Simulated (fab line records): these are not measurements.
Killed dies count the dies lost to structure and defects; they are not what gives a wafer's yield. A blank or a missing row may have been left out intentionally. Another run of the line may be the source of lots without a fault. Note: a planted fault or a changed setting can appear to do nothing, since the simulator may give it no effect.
The tool behind it: which one? + flow nand_harc + at 1 step of a route of 1302, 12 lots with 36 wafers sampled

## WHAT THE GAUGES SHOWED, per wafer
NHARC_P_ZERO_WELL_CD_MEAS_11 targets a cd of 500 nm.
| lot  | measured     | on        | cd_nm (nm)        |
|------|--------------|-----------|-------------------|
| L075 | day 2 07:14  | cd_sem-03 | 503.1 503.5 503.7 |
| L077 | day 3 03:14  | cd_sem-01 | 500.1 499.7 501.3 |
| L079 | day 3 23:14  | cd_sem-03 | 499.5 498.7 499.1 |
| L081 | day 4 19:14  | cd_sem-03 | 498.8 499.1 499.6 |
| L083 | day 5 15:14  | cd_sem-02 | 504.7 502.3 500.5 |
| L085 | day 6 11:14  | cd_sem-02 | 502.6 500.4 503.0 |
| L087 | day 7 07:15  | cd_sem-02 | 499.7 501.5 499.2 |
| L089 | day 8 03:07  | cd_sem-02 | 501.9 500.0 500.0 |
| L091 | day 8 23:08  | cd_sem-03 | 501.7 498.7 501.4 |
| L093 | day 9 19:14  | cd_sem-01 | 500.7 503.5 503.4 |
| L095 | day 10 15:16 | cd_sem-01 | 500.0 499.9 499.8 |
| L097 | day 11 11:14 | cd_sem-02 | 494.2 501.5 498.4 |

## TOOL THAT RAN EACH LOT (tool first, then ch and the chambers of the sampled wafers, then the start)
Before these readings, the record contains no process step.

## THE ANSWER, worked out from the rows above alone
Rule: the usual values come from the lots themselves. The widest of any qualifying gaps counts: lots, ordered by their means at a reading, are off when they make up no more than a third of the lots, leave a main group of 4 or more, and stand apart from it by 3 or more times the standard deviation of that group's means. If all means in a main group match to the digits the tables above print for the reading, that group is not used. Also off: a lot with no number at a reading for which 4 or more lots have one. Where the step has rows for the other lots, those lots are counted as sound.
No lot is off at any reading shown: from this, nothing can be told.

## WHAT THE SIMULATOR HAD PUT IN
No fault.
